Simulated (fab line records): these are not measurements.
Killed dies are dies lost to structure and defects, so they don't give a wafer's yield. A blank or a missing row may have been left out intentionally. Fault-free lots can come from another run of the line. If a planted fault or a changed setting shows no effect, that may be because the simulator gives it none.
Matching of chambers | flow n5Finfet | N5_BEOL_M5_CO_CAP_78 on cvdCo-02: 3 sister chambers
The step material Co, precursor CCTBA/H2, target thk 2 nm, time 102.1 s. 30 wafers are shown with their chamber, then 12 later ones without.

WAFERS, EACH WITH ITS CHAMBER
wafer  | chamber | heaterPowerW (W)
L075.1 | 1       | 228
L075.2 | 0       | 272
L075.3 | 1       | 228
L075.4 | 0       | 271
L075.5 | 0       | 274
L075.6 | 1       | 222
L077.1 | 1       | 224
L077.2 | 2       | 280
L077.3 | 0       | 268
L077.4 | 0       | 270
L077.5 | 2       | 277
L077.6 | 1       | 228
L076.4 | 0       | 275
L076.5 | 2       | 267
L076.6 | 1       | 223
L079.1 | 0       | 278
L079.3 | 1       | 227
L079.4 | 1       | 228
L081.1 | 2       | 277
L081.2 | 1       | 225
L081.4 | 2       | 283
L085.1 | 0       | 275
L085.2 | 2       | 268
L085.6 | 1       | 230
L090.1 | 1       | 227
L090.2 | 2       | 269
L090.3 | 0       | 266
L090.4 | 1       | 226
L090.5 | 2       | 271
L090.6 | 0       | 265

SIGNATURES (means of the wafers above)
reading      | chamber 0 | chamber 1 | chamber 2 | scatter within a chamber
heaterPowerW | 271.40    | 226.33    | 274.00    | 4.2
Rule: a wafer lies at a distance from a chamber equal to the root of the sum of squares, over the readings, of (its reading less the chamber's mean, divided by the reading's scatter). If the next closest chamber is less than 2 further off than the closest, the wafer can't be placed; otherwise it belongs to the closest. The scatter: the root of (the sum of the squares of (reading less its chamber's mean) over the shown wafers, divided by (wafers less chambers)).

WAFERS WHOSE CHAMBER IS MISSING
wafer  | heaterPowerW (W)
L095.4 | 273
L095.5 | 229
L095.6 | 266
L093.1 | 265
L093.4 | 273
L093.5 | 271
L089.1 | 229
L089.2 | 276
L089.3 | 269
L096.3 | 267
L096.4 | 273
L096.6 | 226

WHICH CHAMBER EACH ONE RAN IN
wafer  | from the rows above     | in truth
L095.4 | can't be placed: 2 or 0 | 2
L095.5 | 1                       | 1
L095.6 | can't be placed: 0 or 2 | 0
L093.1 | can't be placed: 0 or 2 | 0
L093.4 | can't be placed: 2 or 0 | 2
L093.5 | can't be placed: 0 or 2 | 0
L089.1 | 1                       | 1
L089.2 | can't be placed: 2 or 0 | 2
L089.3 | can't be placed: 0 or 2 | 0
L096.3 | can't be placed: 0 or 2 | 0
L096.4 | can't be placed: 2 or 0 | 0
L096.6 | 1                       | 1
Correct placement for 3 of the 12. Not placeable from these rows: 9 (in 9, the candidates include the true chamber). Wrongly placed: 0.
